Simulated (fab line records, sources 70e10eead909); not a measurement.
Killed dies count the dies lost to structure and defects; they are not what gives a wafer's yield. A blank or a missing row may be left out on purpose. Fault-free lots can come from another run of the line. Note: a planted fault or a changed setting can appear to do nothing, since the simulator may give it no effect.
Which tool is to blame? -- flow nand_harc -- Sampling: 14 lots, 42 wafers, 2 of 1159 route steps

== WHAT THE GAUGES READ, wafer by wafer ==
NHARC_P_M2_CD_MEAS_16.
lot,measured,on,cd_nm (nm)
L729,day 6 13:37,cd_sem-02,171.6 169.4 168.9
L730,day 6 14:11,cd_sem-01,168.7 168.7 169.6
L733,day 7 01:53,cd_sem-02,169.0 170.9 169.6
L734,day 7 19:04,cd_sem-03,171.4 171.0 170.5
L735,day 7 20:22,cd_sem-03,169.9 169.4 170.9
L736,day 8 04:11,cd_sem-02,168.4 168.6 169.3
L739,day 9 06:19,cd_sem-01,170.5 168.8 172.1
L738,day 9 11:28,cd_sem-02,171.1 170.6 169.6
L742,day 9 12:13,cd_sem-02,167.8 169.7 169.5
L740,day 9 13:41,cd_sem-01,170.6 169.0 170.8
L741,day 9 18:30,cd_sem-03,170.6 171.0 169.8
L749,day 11 13:08,cd_sem-03,168.5 170.3 169.4
L751,day 11 16:17,cd_sem-02,169.3 169.1 168.3
L750,day 11 16:53,cd_sem-01,170.0 169.6 168.1

== WHICH TOOL RAN EACH LOT (tool, then ch and the chambers of the sampled wafers, then the start) ==
lot,NHARC_P_M2_ETCH_15
L729,"rie_diel-10 ch 0,1,2, day 6 13:37 or earlier"
L730,"rie_diel-07 ch 0,1,2, day 6 14:11 or earlier"
L733,"rie_diel-05 ch 0,2, day 7 01:53 or earlier"
L734,"rie_diel-10 ch 1,3, day 7 19:04 or earlier"
L735,"rie_diel-10 ch 1,2,3, day 7 20:22 or earlier"
L736,"rie_diel-10 ch 0,2, day 8 04:11 or earlier"
L739,"rie_diel-10 ch 0,2,3, day 9 06:19 or earlier"
L738,"rie_diel-10 ch 0,2,3, day 9 11:28 or earlier"
L742,"rie_diel-05 ch 0,1,2, day 9 12:13 or earlier"
L740,"rie_diel-07 ch 0,2,3, day 9 13:41 or earlier"
L741,"rie_diel-10 ch 0,2,3, day 9 18:30 or earlier"
L749,"rie_diel-10 ch 0,1, day 11 13:08 or earlier"
L751,"rie_diel-10 ch 1,2, day 11 16:17 or earlier"
L750,"rie_diel-05 ch 1,2,3, day 11 16:53 or earlier"
- NHARC_P_M2_ETCH_15: etches the open film in C4F8/Ar, target depth 182.5 nm, time 91.2 s.

== WHAT THE TOOLS THEMSELVES READ (means of the sampled wafers that have a number; where no wafer has one, the mark that the record gives instead) ==
NHARC_P_M2_ETCH_15.
lot,tool,oes_product_au (a.u.),rf_vpp_V (V)
L729,rie_diel-10,0.931,438.5
L730,rie_diel-07,0.921,440.3
L733,rie_diel-05,0.931,440.1
L734,rie_diel-10,0.977,440.0
L735,rie_diel-10,0.982,438.8
L736,rie_diel-10,0.933,440.3
L739,rie_diel-10,0.976,440.3
L738,rie_diel-10,0.976,440.4
L742,rie_diel-05,0.925,440.7
L740,rie_diel-07,0.945,441.3
L741,rie_diel-10,0.934,439.6
L749,rie_diel-10,0.968,439.5
L751,rie_diel-10,0.959,438.3
L750,rie_diel-05,0.931,440.1

== THE ANSWER, worked out from the rows above alone ==
Rule: the lots themselves supply what counts as usual. The widest of any qualifying gaps counts: lots, ordered by their means at a reading, are off when they make up no more than a third of the lots, leave a main group of 4 or more, and stand apart from it by 3 or more times the standard deviation of that group's means. If all means in a main group match to the digits the tables above print for the reading, that group is not used. Also off: a lot with no number at a reading for which 4 or more lots have one. Where the step has rows for the other lots, those lots are counted as sound. First the gauges in route order, then the tools' own readings, where a lot's mean is used as printed above. The first step at which some lot is off is used, and at that step the reading that is off furthest; a lot without a number counts as furthest.
No lot is off on any of the readings shown, so nothing can be concluded from this.

== WHAT WAS PUT IN BY THE SIMULATOR ==
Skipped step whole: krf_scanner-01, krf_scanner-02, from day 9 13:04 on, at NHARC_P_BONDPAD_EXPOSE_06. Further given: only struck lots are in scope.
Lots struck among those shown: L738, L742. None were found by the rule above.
